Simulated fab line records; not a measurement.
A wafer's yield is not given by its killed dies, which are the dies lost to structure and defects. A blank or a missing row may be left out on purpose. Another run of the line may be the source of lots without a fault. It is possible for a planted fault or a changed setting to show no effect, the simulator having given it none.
What tool caused it? | flow nand_harc | 18 wafers from 6 lots sampled at 5 of the route's 1302 steps

## WHAT THE GAUGES READ, wafer by wafer
NHARC_P_M1_CD_MEAS_09: the cd target is 130 nm.
lot  | measured     | on        | cd_nm (nm)
L111 | day 6 22:50  | cd_sem-03 | 130.4 131.2 130.5
L115 | day 8 20:45  | cd_sem-02 | 128.6 129.9 130.3
L118 | day 9 22:23  | cd_sem-01 | 130.3 129.5 130.1
L124 | day 12 08:41 | cd_sem-02 | 121.7 120.9 120.8
L130 | day 14 23:41 | cd_sem-01 | 129.8 129.7 129.8
L132 | day 15 20:57 | cd_sem-02 | 129.6 129.6 130.0

## TOOL THAT RAN EACH LOT (tool first, then ch and the chambers of the sampled wafers, then the start)
lot  | NHARC_P_M0_ETCH_34                 | NHARC_P_M0_PRE_CLEAN_29                 | NHARC_P_M0_CMP_23             | NHARC_P_M1_PEB_07
L111 | rie_diel-13 ch 0,2,3, day 6 19:11  | pvd_sputter-01, day 6 21:05 or earlier  | cmp-02 ch 0,2, day 6 21:05    | litho_track-06 ch 0, day 6 22:45
L115 | rie_diel-11 ch 2,3, day 8 17:04    | pvd_sputter-03, day 8 19:04 or earlier  | cmp-01 ch 0,1,2, day 8 19:04  | litho_track-06 ch 0, day 8 20:40
L118 | rie_diel-04 ch 0,2, day 9 18:35    | pvd_sputter-01, day 9 20:33 or earlier  | cmp-02 ch 0,1,2, day 9 20:33  | litho_track-04 ch 0, day 9 22:18
L124 | rie_diel-11 ch 0,1,3, day 12 04:55 | pvd_sputter-03, day 12 06:49 or earlier | cmp-04 ch 0,2,3, day 12 06:49 | litho_track-01 ch 0, day 12 08:36
L130 | rie_diel-04 ch 0,1,2, day 14 19:52 | pvd_sputter-03, day 14 21:52 or earlier | cmp-01 ch 1,2,3, day 14 21:52 | litho_track-06 ch 0, day 14 23:37
L132 | rie_diel-13 ch 0,1,3, day 15 17:08 | pvd_sputter-01, day 15 19:07 or earlier | cmp-01 ch 1,2,3, day 15 19:07 | litho_track-01 ch 0, day 15 20:52
- NHARC_P_M0_ETCH_34: etches the open film in N2/H2, target depth 40 nm, overetch 12 nm, time 43.94 s.
- NHARC_P_M0_PRE_CLEAN_29: time 30 s.
- NHARC_P_M0_CMP_23: polishes, t overpolish 20 s, target thk 117.54 nm.
- NHARC_P_M1_PEB_07: peb time 65 s.

## THE ANSWER, worked out from the rows above alone
Rule: the lots themselves supply what counts as usual. Put in order of their means at a reading, lots are off if they are a third of the lots or fewer, leave a main group of 4 or more, and stand apart from it by a gap of 3 or more times the standard deviation of the main group's means; of several such gaps the widest counts. A main group whose means are all the same, to the digits that the tables above print for the reading, isn't used. Also off: a lot with no number at a reading for which 4 or more lots have one. All remaining lots with rows at the step are treated as sound.
Off: L124, at NHARC_P_M1_CD_MEAS_09 (cd_nm). Main group: mean 130.0 nm, sd 0.39.
A tool fits if, at a process step before that reading, it ran every lot that is off, and no sound lot after the first of them. Gauges at NHARC_P_M1_CD_MEAS_09: tried the same way as those tools. NHARC_P_M0_PRE_CLEAN_29: start missing for some lots; hours and lot order therefore follow NHARC_P_M0_CMP_23. Undecided on this evidence; 2 tools fit (rie_diel-11 at NHARC_P_M0_ETCH_34, cmp-04 at NHARC_P_M0_CMP_23).

## WHAT WAS PUT IN BY THE SIMULATOR
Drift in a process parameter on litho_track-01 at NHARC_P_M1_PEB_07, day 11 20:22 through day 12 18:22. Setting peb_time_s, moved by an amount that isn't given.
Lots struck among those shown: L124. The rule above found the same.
